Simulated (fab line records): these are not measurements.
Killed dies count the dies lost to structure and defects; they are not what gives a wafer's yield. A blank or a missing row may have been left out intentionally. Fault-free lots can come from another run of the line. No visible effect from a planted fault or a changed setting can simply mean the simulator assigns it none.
Which tool did it? | flow nand_harc | 18 wafers from 6 lots sampled at 4 of the route's 1302 steps

== WHAT THE GAUGES READ, wafer by wafer ==
NHARC_HYBRID_BOND_OVL_MEAS_05.
lot  | measured     | on         | overlay_x_nm (nm)
L248 | day 24 07:35 | overlay-02 | 20 -34 -16
L253 | day 26 14:57 | overlay-02 | 22 23 -54
L256 | day 26 22:46 | overlay-01 | 56 13 11
L257 | day 27 20:05 | overlay-02 | 71 28 16
L260 | day 27 20:05 | overlay-01 | 28 -41 15
L269 | day 32 09:47 | overlay-02 | 54 37 34

== EACH LOT AND THE TOOL THAT RAN IT (in order: tool; ch and the chambers of the sampled wafers; start) ==
lot  | NHARC_A_STAIRCASE_PRECLEAN_173      | NHARC_A_M1_PRE_CLEAN_32         | NHARC_A_BONDPAD_CMP_29
L248 | wet_bench-02 ch 0,5,7, day 15 21:47 | pecvd-02 ch 0,2, day 23 17:22   | cmp-02 ch 0,2, day 23 18:31
L253 | wet_bench-03 ch 3,4,6, day 18 01:28 | pecvd-01 ch 0,1, day 25 23:33   | cmp-01 ch 0,2, day 26 00:35
L256 | wet_bench-02 ch 0,3,6, day 18 21:13 | pecvd-02 ch 0,2, day 26 07:35   | cmp-02 ch 0,2,3, day 26 08:40
L257 | wet_bench-02 ch 0,4,5, day 19 15:48 | pecvd-02 ch 1,2, day 27 06:56   | cmp-01 ch 0,2, day 27 07:58
L260 | wet_bench-04 ch 0,1,6, day 20 04:04 | pecvd-04 ch 0,1,2, day 27 03:20 | cmp-04 ch 0,2,3, day 27 04:22
L269 | wet_bench-02 ch 2,4,5, day 24 13:43 | pecvd-01 ch 1,2, day 31 15:10   | cmp-04 ch 1,2, day 31 16:25
- NHARC_A_STAIRCASE_PRECLEAN_173: cleans in SC1.
- NHARC_A_M1_PRE_CLEAN_32: time 12 s.
- NHARC_A_BONDPAD_CMP_29: polishes SiCN, target thk 200 nm.

== THE ANSWER, worked out from the rows above alone ==
Rule: the usual values come from the lots themselves. Put in order of their means at a reading, lots are off if they are a third of the lots or fewer, leave a main group of 4 or more, and stand apart from it by a gap of 3 or more times the standard deviation of the main group's means; of several such gaps the widest counts. A main group whose means are all the same, to the digits that the tables above print for the reading, isn't used. A lot without any number at a reading at which 4 lots or more have one is off too. All remaining lots with rows at the step are treated as sound.
No lot is off at any reading shown: from this, nothing can be told.

== WHAT THE SIMULATOR HAD INSERTED ==
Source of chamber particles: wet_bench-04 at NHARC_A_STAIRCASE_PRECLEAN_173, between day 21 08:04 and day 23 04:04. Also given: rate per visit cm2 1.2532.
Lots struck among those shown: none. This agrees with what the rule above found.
